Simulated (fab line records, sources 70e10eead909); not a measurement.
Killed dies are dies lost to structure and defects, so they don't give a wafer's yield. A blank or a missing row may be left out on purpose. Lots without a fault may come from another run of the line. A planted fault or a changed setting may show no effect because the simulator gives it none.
One fault seen from 2 desks | flow nand_harc | each desk has only its own numbers; what lay behind them comes last

THE TOOL OWNER'S DESK: rtp_anneal-02
The tool's own readings at NHARC_A_M1_ANNEAL_31 (time 90 s): means of the sampled wafers that have a number, for each lot that ran on this tool. A lot is out of limits, marked OUT, if its mean lies more than 4 standard deviations from the usual mean; the brackets give that distance.
Columns: A = anneal_temp_c at NHARC_A_M1_ANNEAL_31, usual 225.01 C; B = anneal_temp_c_max at NHARC_A_M1_ANNEAL_31, usual 226.1; C = wafer_temp_C_max at NHARC_A_M1_ANNEAL_31, usual 226.4
lot  | first seen here | A      | B     | C
L829 | day 23 21:14    | 225.11 | 225.9 | 226.2
L833 | day 25 14:08    | 225.09 | 226.0 | 225.9
L834 | day 26 13:30    | 225.19 | 226.0 | 226.0
L836 | day 27 01:14    | 224.96 | 226.0 | 226.3
This desk's finding: nothing out of limits on any of the 4 lots.

THE DEFECT DESK
What the inspections along the route counted, lot by lot: means of the sampled wafers that have a number. A lot is out of limits, marked OUT, if its mean lies more than 4 standard deviations from the usual mean; the brackets give that distance.
Columns: A = raw_defect_count at NHARC_A_M1_INSPECT_27, usual 528
lot  | first seen here | A
L828 | day 23 21:14    | 537
L829 | day 23 22:03    | 547
L833 | day 25 14:53    | 508
L832 | day 25 16:06    | 655
L834 | day 26 14:19    | 750
L836 | day 27 02:00    | 603
L835 | day 27 03:07    | 451
L840 | day 29 05:14    | 431
L843 | day 30 01:28    | 381
L842 | day 30 02:15    | 527
L844 | day 30 08:55    | 605
L848 | day 32 14:56    | 458
L849 | day 33 06:40    | 470
This desk's finding: nothing out of limits on any of the 13 lots.

PUT TOGETHER
The tool owner's desk saw nothing out of limits.
The defect desk saw nothing out of limits.

WHAT THE SIMULATOR HAD PUT IN
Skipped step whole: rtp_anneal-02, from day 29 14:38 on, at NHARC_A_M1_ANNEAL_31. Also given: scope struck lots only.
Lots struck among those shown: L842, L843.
